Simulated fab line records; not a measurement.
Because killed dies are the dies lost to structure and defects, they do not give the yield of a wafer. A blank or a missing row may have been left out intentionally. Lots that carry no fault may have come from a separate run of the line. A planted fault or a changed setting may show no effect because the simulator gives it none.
2 desks, one fault ; flow n5_finfet ; each desk has only its own numbers; what lay behind them comes last

== THE TOOL OWNER'S DESK: rie_diel-05 ==
The tool's own readings at N5_BEOL_M4_TRENCH_ETCH_37 (etches SiOC in C4F6/O2, target depth 55.555 nm, time 29.2 s): means of the sampled wafers that have a number, for each lot that ran on this tool. Marked OUT: a lot whose mean sits more than 4 standard deviations from the usual mean, which makes it out of limits; the brackets give that distance.
Columns: A = chamber_pressure_mTorr at N5_BEOL_M4_TRENCH_ETCH_37, usual 29.998 mTorr; B = drypump_motor_current_A at N5_BEOL_M4_TRENCH_ETCH_37, usual 5.7 A; C = oes_product_au at N5_BEOL_M4_TRENCH_ETCH_37, usual 0.78 a.u.; D = rf_vpp_V at N5_BEOL_M4_TRENCH_ETCH_37, usual 665 V; E = run_length_s at N5_BEOL_M4_TRENCH_ETCH_37, usual 52.3 s; F = showerhead_plenum_p_Torr at N5_BEOL_M4_TRENCH_ETCH_37, usual 2.80 Torr; G = throttle_valve_pct at N5_BEOL_M4_TRENCH_ETCH_37, usual 20.88 %
lot;first seen here;A;B;C;D;E;F;G
L240;day 10 18:52;30.008;5.8;0.81;667;53.7;2.80;20.91
This desk's finding: nothing out of limits on the one lot.

== METROLOGY DESK ==
Means of the sampled wafers that have a number, per lot and without regard to the tool the lot ran on: this is what the gauges read. Marked OUT: a lot whose mean sits more than 4 standard deviations from the usual mean, which makes it out of limits; the brackets give that distance. Readings shown: 7 of its 12, picked as those furthest out on some lot.
Columns: A = trench_depth_nm at N5_BEOL_M4_OCD_MEAS_38, usual 55.4 nm; B = DIBL_N at N5_BEOL_M4_RC_MEAS_101, usual 36.5 mV/V; C = IOFF_P at N5_BEOL_M4_RC_MEAS_101, usual 0.219 nA/um; D = ION_N at N5_BEOL_M4_RC_MEAS_101, usual 675 uA/um; E = SS_N at N5_BEOL_M4_RC_MEAS_101, usual 71.5 mV/dec; F = VT_N at N5_BEOL_M4_RC_MEAS_101, usual 249.7 mV; G = VT_P at N5_BEOL_M4_RC_MEAS_101, usual -250 mV
lot;first seen here;A;B;C;D;E;F;G
L231;day 7 11:41;55.5;36.9;0.203;667;71.5;249.5;-249
L232;day 7 21:47;55.8;37.3;0.222;668;71.3;253.4;-249
L240;day 10 17:51;58.2;37.4;0.229;678;71.6;249.8;-250
L244;day 10 20:00;54.3;35.6;0.262;672;72.3;247.4;-245
L245;day 11 09:02;55.4;35.3;0.215;673;71.5;252.1;-250
L246;day 12 05:20;54.7;38.4;0.212;675;71.9;248.0;-253
L250;day 12 06:11;55.9;37.7;0.232;686;71.6;247.6;-250
L252;day 13 02:14;55.3;35.5;0.191;675;71.4;251.1;-254
L254;day 13 17:51;55.6;36.2;0.219;664;72.1;251.9;-250
This desk's verdict: no lot among the 9 shows anything out of limits.

== TAKEN TOGETHER ==
Nothing out of limits was seen by the tool owner's desk.
From the metrology desk's view, nothing was out of limits.

== WHAT WAS PUT IN BY THE SIMULATOR ==
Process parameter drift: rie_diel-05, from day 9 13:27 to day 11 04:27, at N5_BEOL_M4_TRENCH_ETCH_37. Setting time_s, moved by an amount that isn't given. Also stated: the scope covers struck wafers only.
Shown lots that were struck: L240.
